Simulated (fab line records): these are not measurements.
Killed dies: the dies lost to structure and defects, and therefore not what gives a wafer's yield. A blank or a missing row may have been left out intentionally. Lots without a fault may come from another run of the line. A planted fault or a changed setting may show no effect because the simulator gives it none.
Matching of chambers ; flow n5 finfet ; rie diel-06 running N5_BEOL_M15_TRENCH_ETCH_34: 4 sister chambers
The step etches SiO2 in C4F8/O2/Ar, target depth 872.93 nm, time 199 s. 22 wafers are shown with their chamber, then 11 later ones without.

== WAFERS WITH THEIR CHAMBER ==
wafer;chamber;throttle valve pct (%);rf vpp V (V);drypump motor current A (A)
L076.1;1;30.2;2257;5.5
L076.4;0;31.3;2209;5.6
L076.6;3;31.3;2198;5.3
L075.1;2;31.5;2222;6.2
L075.3;1;30.2;2258;5.5
L075.4;0;31.3;2209;5.6
L083.1;0;31.3;2210;5.7
L083.2;3;31.3;2195;5.3
L083.4;2;31.6;2220;6.2
L085.1;2;31.5;2220;6.2
L085.3;3;31.3;2197;5.2
L085.4;1;30.2;2257;5.5
L088.1;3;31.3;2196;5.3
L088.3;0;31.3;2210;5.6
L088.4;1;30.2;2257;5.5
L087.2;1;30.2;2256;5.5
L087.4;3;31.3;2195;5.3
L087.6;1;30.2;2256;5.5
L089.1;2;31.6;2221;6.2
L089.3;1;30.2;2256;5.5
L089.6;0;31.3;2208;5.6
L092.1;2;31.6;2220;6.2

SIGNATURES (averages over the wafers above)
reading;chamber 0;chamber 1;chamber 2;chamber 3;scatter within a chamber
throttle valve pct;31.300;30.200;31.560;31.300;0.0258
rf vpp V;2209.20;2256.71;2220.60;2196.20;0.95
drypump motor current A;5.620;5.500;6.200;5.280;0.0298
Rule: for a wafer and a chamber, the distance is found by dividing, reading by reading, the gap between the wafer's reading and the chamber's mean by the reading's scatter, squaring, summing and taking the root. The wafer belongs to the nearest chamber; if the next one is less than 2 further off, it can't be placed. How the scatter is found: for the shown wafers, subtract from each reading the mean of its chamber, square and add these, divide the total by (wafers less chambers), then take the root.

== WAFERS WITH NO CHAMBER GIVEN ==
wafer;throttle valve pct (%);rf vpp V (V);drypump motor current A (A)
L092.4;31.3;2209;5.6
L092.5;31.3;2209;5.7
L095.2;30.2;2255;5.5
L095.3;31.3;2208;5.6
L095.4;31.2;2194;5.3
L093.3;31.2;2195;5.2
L093.4;30.2;2256;5.5
L093.5;31.3;2208;5.6
L097.2;30.2;2256;5.5
L097.3;31.2;2196;5.2
L097.4;31.2;2195;5.2

== WHICH CHAMBER EACH WENT THROUGH ==
wafer;from the rows above;in truth
L092.4;0;0
L092.5;0;0
L095.2;1;1
L095.3;0;0
L095.4;3;3
L093.3;3;3
L093.4;1;1
L093.5;0;0
L097.2;1;1
L097.3;3;3
L097.4;3;3
Placed correctly: 11 of 11. Number that these rows cannot place: 0. Number placed wrongly: 0.
